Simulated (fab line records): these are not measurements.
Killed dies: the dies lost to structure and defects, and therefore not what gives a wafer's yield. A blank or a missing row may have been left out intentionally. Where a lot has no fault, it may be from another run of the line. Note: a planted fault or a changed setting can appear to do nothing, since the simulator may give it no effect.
Which tool is to blame? | flow nand harc | 24 lots with 72 wafers sampled at 3 steps, on a route of 1159 steps

WHAT THE GAUGES READ, wafer by wafer
NHARC_P_STI_OCD_MEAS_43. Usual: trench depth nm 300 nm, standard deviation 4.6; trench foot cd nm 157.9 nm, standard deviation 2.2.
lot  | measured    | on     | trench depth nm (nm) | trench foot cd nm (nm) | flag
L074 | day 2 13:59 | ocd-02 | 309 303 303          | 153.8 154.5 153.7      |
L075 | day 2 22:34 | ocd-01 | 302 307 301          | 158.2 154.0 156.7      |
L076 | day 2 22:43 | ocd-02 | 292 302 297          | 158.8 156.9 160.2      |
L077 | day 3 10:41 | ocd-01 | 295 293 295          | 159.1 159.2 160.8      |
L078 | day 3 10:29 | ocd-02 | 299 306 296          | 155.8 155.6 157.4      |
L079 | day 3 18:22 | ocd-02 | 300 297 299          | 159.0 156.9 159.5      |
L080 | day 4 00:14 | ocd-01 | 300 306 305          | 158.5 156.6 157.5      |
L081 | day 4 06:23 | ocd-02 | 298 296 296          | 156.6 158.4 159.5      |
L082 | day 4 18:40 | ocd-01 | 299 300 306          | 157.5 156.6 155.5      |
L083 | day 4 18:43 | ocd-02 | 295 297 297          | 162.4 156.9 159.8      |
L084 | day 5 00:22 | ocd-02 | 296 306 298          | 158.7 155.1 159.1      |
L085 | day 5 06:21 | ocd-02 | 303 308 305          | 153.0 152.8 153.4      |
L086 | day 5 13:55 | ocd-01 | 301 299 308          | 160.3 158.5 161.4      |
L087 | day 5 18:16 | ocd-02 | 295 300 300          | 161.7 160.1 163.9      |
L088 | day 6 00:49 | ocd-01 | 301 301 304          | 160.7 157.3 160.5      |
L089 | day 6 07:27 | ocd-01 | 306 309 303          | 156.4 154.6 157.0      |
L090 | day 6 13:31 | ocd-02 | 296 292 294          | 156.6 159.8 161.6      |
L091 | day 6 18:42 | ocd-01 | 304 298 304          | 157.8 156.0 157.2      |
L092 | day 7 00:04 | ocd-02 | 298 299 297          | 155.3 159.8 160.7      |
L093 | day 7 08:05 | ocd-02 | 296 296 293          | 161.0 159.4 159.1      |
L094 | day 7 12:22 | ocd-02 | 293 297 298          | 159.6 157.4 159.3      |
L095 | day 7 18:23 | ocd-02 | 291 302 296          | 158.4 158.2 158.1      |
L096 | day 8 00:23 | ocd-02 | 296 294 303          | 159.1 154.0 157.5      |
L097 | day 8 06:20 | ocd-02 | 305 306 299          | 158.9 158.3 157.3      |

TOOL THAT RAN EACH LOT (tool first, then ch and the chambers of the sampled wafers, then the start)
lot  | NHARC_P_ZERO_WELL_ETCH_63       | NHARC_P_STI_ETCH_15
L074 | rie si-01 ch 1,2,3, day 1 13:34 | rie si-05 ch 0,2, day 2 13:14
L075 | rie si-03 ch 2,3, day 1 19:39   | rie si-05 ch 1,2, day 2 21:47
L076 | rie si-03 ch 0,1,3, day 2 01:44 | rie si-04 ch 1,2,3, day 2 21:59
L077 | rie si-06 ch 0,1, day 2 07:42   | rie si-04 ch 1,2, day 3 09:54
L078 | rie si-01 ch 0,1, day 2 13:32   | rie si-05 ch 0,1, day 3 09:44
L079 | rie si-01 ch 2,3, day 2 19:47   | rie si-04 ch 2,3, day 3 17:37
L080 | rie si-06 ch 0,1,3, day 3 01:41 | rie si-05 ch 0,2, day 3 23:29
L081 | rie si-03 ch 1,2,3, day 3 07:40 | rie si-04 ch 0,2,3, day 4 05:37
L082 | rie si-06 ch 2,3, day 3 13:40   | rie si-02 ch 0,2,3, day 4 17:54
L083 | rie si-06 ch 0,1,3, day 3 19:42 | rie si-04 ch 0,3, day 4 17:57
L084 | rie si-01 ch 0,1,2, day 4 01:36 | rie si-05 ch 0,1,3, day 4 23:38
L085 | rie si-06 ch 0,3, day 4 07:34   | rie si-02 ch 0,1,2, day 5 05:37
L086 | rie si-06 ch 0,1,2, day 4 13:41 | rie si-05 ch 0,1,3, day 5 13:10
L087 | rie si-03 ch 1,3, day 4 19:32   | rie si-05 ch 2,3, day 5 17:32
L088 | rie si-03 ch 1,2,3, day 5 01:43 | rie si-05 ch 2,3, day 6 00:04
L089 | rie si-03 ch 1,2, day 5 07:40   | rie si-02 ch 0,2, day 6 06:43
L090 | rie si-01 ch 2,3, day 5 13:31   | rie si-04 ch 0,1,3, day 6 12:47
L091 | rie si-06 ch 0,1,2, day 5 20:11 | rie si-05 ch 0,3, day 6 17:56
L092 | rie si-01 ch 0,3, day 6 01:32   | rie si-05 ch 1,2,3, day 6 23:19
L093 | rie si-03 ch 2,3, day 6 07:40   | rie si-04 ch 1,3, day 7 07:20
L094 | rie si-03 ch 1,2,3, day 6 13:32 | rie si-04 ch 0,1,2, day 7 11:37
L095 | rie si-01 ch 0,3, day 6 19:42   | rie si-05 ch 0,2,3, day 7 17:40
L096 | rie si-01 ch 2,3, day 7 01:43   | rie si-05 ch 1,2,3, day 7 23:39
L097 | rie si-03 ch 0,1,3, day 7 07:41 | rie si-05 ch 0,3, day 8 05:33
- NHARC_P_ZERO_WELL_ETCH_63: etches the open film in HBr/Cl2, target depth 120 nm, time 40.1 s.
- NHARC_P_STI_ETCH_15: etches the open film in HBr/Cl2, target depth 300 nm, time 100.1 s.

WHAT THE TOOLS THEMSELVES READ (means of the sampled wafers that have a number; where no wafer has one, the mark that the record gives instead)
NHARC_P_ZERO_WELL_ETCH_63. Usual: drypump motor current A 5.9 A, standard deviation 0.53; oes product au 0.998 a.u., standard deviation 0.0084; throttle valve pct 26.406 %, standard deviation 0.008.
lot  | tool      | drypump motor current A (A) | oes product au (a.u.) | throttle valve pct (%) | flag
L074 | rie si-01 | 6.2                         | 1.000                 | 26.403                 |
L075 | rie si-03 | 6.3                         | 1.008                 | 26.401                 |
L076 | rie si-03 | 5.6                         | 0.997                 | 26.409                 |
L077 | rie si-06 | 5.4                         | 0.998                 | 26.407                 |
L078 | rie si-01 | 6.1                         | 0.998                 | 26.416                 |
L079 | rie si-01 | 6.3                         | 1.001                 | 26.404                 |
L080 | rie si-06 | 5.4                         | 0.997                 | 26.410                 |
L081 | rie si-03 | 5.8                         | 1.000                 | 26.404                 |
L082 | rie si-06 | 6.3                         | 0.998                 | 26.401                 |
L083 | rie si-06 | 5.4                         | 0.990                 | 26.406                 |
L084 | rie si-01 | 6.0                         | 1.003                 | 26.405                 |
L085 | rie si-06 | 5.1                         | 0.996                 | 26.408                 |
L086 | rie si-06 | 5.7                         | 0.999                 | 26.407                 |
L087 | rie si-03 | 5.6                         | 0.996                 | 26.409                 |
L088 | rie si-03 | 5.8                         | 0.996                 | 26.411                 |
L089 | rie si-03 | 5.6                         | 0.993                 | 26.407                 |
L090 | rie si-01 | 6.3                         | 1.001                 | 26.399                 |
L091 | rie si-06 | 5.7                         | 0.998                 | 26.404                 |
L092 | rie si-01 | 6.1                         | 1.002                 | 26.405                 |
L093 | rie si-03 | 6.3                         | 1.006                 | 26.402                 |
L094 | rie si-03 | 5.9                         | 0.996                 | 26.399                 |
L095 | rie si-01 | 6.3                         | 0.997                 | 26.407                 |
L096 | rie si-01 | 6.3                         | 1.004                 | 26.405                 |
L097 | rie si-03 | 5.6                         | 1.000                 | 26.404                 |

NHARC_P_STI_ETCH_15. Usual: drypump motor current A 5.7 A, standard deviation 0.61; oes product au 0.998 a.u., standard deviation 0.011; throttle valve pct 26.406 %, standard deviation 0.0087.
lot  | tool      | drypump motor current A (A) | oes product au (a.u.) | throttle valve pct (%) | flag
L074 | rie si-05 | 5.7                         | 1.011                 | 26.407                 |
L075 | rie si-05 | 6.4                         | 1.001                 | 26.398                 |
L076 | rie si-04 | 5.7                         | 0.992                 | 26.401                 |
L077 | rie si-04 | 5.3                         | 0.988                 | 26.407                 |
L078 | rie si-05 | 6.1                         | 1.001                 | 26.411                 |
L079 | rie si-04 | 5.7                         | 0.995                 | 26.410                 |
L080 | rie si-05 | 5.4                         | 1.007                 | 26.407                 |
L081 | rie si-04 | 6.0                         | 0.991                 | 26.406                 |
L082 | rie si-02 | 5.5                         | 0.999                 | 26.408                 |
L083 | rie si-04 | 6.4                         | 0.993                 | 26.400                 |
L084 | rie si-05 | 5.6                         | 0.997                 | 26.404                 |
L085 | rie si-02 | 5.6                         | 1.015                 | 26.400                 |
L086 | rie si-05 | 5.6                         | 1.002                 | 26.407                 |
L087 | rie si-05 | 5.8                         | 0.995                 | 26.406                 |
L088 | rie si-05 | 5.7                         | 1.005                 | 26.409                 |
L089 | rie si-02 | 5.3                         | 1.010                 | 26.411                 |
L090 | rie si-04 | 6.1                         | 0.987                 | 26.401                 |
L091 | rie si-05 | 5.0                         | 1.000                 | 26.417                 |
L092 | rie si-05 | 5.9                         | 0.999                 | 26.406                 |
L093 | rie si-04 | 6.2                         | 0.988                 | 26.404                 |
L094 | rie si-04 | 5.6                         | 0.985                 | 26.410                 |
L095 | rie si-05 | 5.4                         | 0.996                 | 26.400                 |
L096 | rie si-05 | 5.9                         | 0.993                 | 26.402                 |
L097 | rie si-05 | 5.0                         | 1.003                 | 26.407                 |

THE ANSWER, worked out from the rows above alone
Rule: lot off if the mean of its wafers having a number is beyond 3 standard deviations from the usual mean. Also off: a lot with no number at a reading for which 4 or more lots have one. Any other lot the step has rows for is counted as sound. First the gauges in route order, then the tools' own readings, where a lot's mean is used as printed above. At the first step where some lot is off, the reading lying furthest off is the one used; lots without a number count as furthest.
No lot is off at any reading shown: from this, nothing can be told.

WHAT THE SIMULATOR PUT IN
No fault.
